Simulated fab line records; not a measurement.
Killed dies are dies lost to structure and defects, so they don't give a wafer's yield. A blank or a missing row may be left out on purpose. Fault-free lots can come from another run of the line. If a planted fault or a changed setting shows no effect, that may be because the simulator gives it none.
Code-filled problem report in 8D (eight disciplines) form	flow n5_finfet	the parts of the form that need people (team, actions taken, sign-off) are left out

== 1. WHAT IS WRONG ==
Wafers without a fault read 25.0 s, standard deviation 0.7; barrier_field_endpoint_s at N5_BEOL_M4_CMP_52 reads a mean of 31.3 s on 5 wafers belonging to 3 lots. Measured from the usual mean, that is +9.0 standard deviations.
The step: polishes, stops on SiOC, t overpolish 6.8 s, target thk 40 nm.
Earliest sighting: wafer L815.3 on cmp-03 at day 10 16:07. Wafers with a number at this step in the record: 35, from 13 lots. By rule, "out" or "out of limits" means more than 4 standard deviations away from the usual mean. The other wafers with a number count as sound.

== 2. WHAT IT IS, WHAT IT ISN'T ==
question	is	is not
which readings at this step	barrier_field_endpoint_s	motor_current_A, slurry_flow_ml_min
which lots	L815, L816, L817	L804, L806, L807, L808, L809, L810, L811, L820, L826, L827
which wafers of those lots	L815.3, L816.3, L816.6, L817.3, L817.5	L815.1, L815.2, L816.2, L817.1
read on which tools	cmp-03	cmp-01, cmp-04
when	from day 10 16:07	up to then (20 sound wafers); but 10 sound wafers of L816, L817, L820, L826, L827 came after

== 3. SUSPECTS, AND WHAT RULES EACH OUT ==
Counting: a tool at a process step up to the reading stays a suspect if it ran every lot that is out. Sound lots after the first of them don't rule it out here, since some wafers of a struck lot are sound.
- cmp-03 at N5_BEOL_M4_CMP_52 (polishes, stops on SiOC, t overpolish 6.8 s, target thk 40 nm): kept. Ran every lot that is out, first one L815 (day 10 16:07); last sound lot up to then L811 (day 9 18:58). Out on those wafers are its own readings of barrier_field_endpoint_s.
Remaining after the count: cmp-03 at N5_BEOL_M4_CMP_52.

== 4. THE CAUSE (what the simulator had put in) ==
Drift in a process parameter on cmp-03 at N5_BEOL_M4_CMP_52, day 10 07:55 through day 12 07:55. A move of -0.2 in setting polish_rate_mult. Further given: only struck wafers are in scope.
This tool alone remained once counting was done.

== 5. THE EFFECT CHAIN, in route order ==
Rows list readings where the struck wafers' mean (over those with a number) sits beyond 3 standard deviations from the usual. Scope: only readings with a usual standard deviation given in the record; hours: median across lots of the time from each lot's start at the first step in this table that gives one to its start at this step; sigmas: change in usual standard deviations.
hours	step	reading	usual	on struck wafers	change	sigmas
0	N5_BEOL_M4_CMP_52	barrier_field_endpoint_s	25.0 s	31.3	+6.3	+9.0
0	N5_BEOL_M4_CMP_52	time_to_endpoint_s	63 s	79	+16	+4.5
The process steps in it:
- N5_BEOL_M4_CMP_52: polishes, stops on SiOC, t overpolish 6.8 s, target thk 40 nm.

== 6. WHAT WOULD HAVE CAUGHT IT SOONER ==
In this record no reading fell out of limits until day 10 16:07, 8 hours after the fault had begun at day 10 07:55.
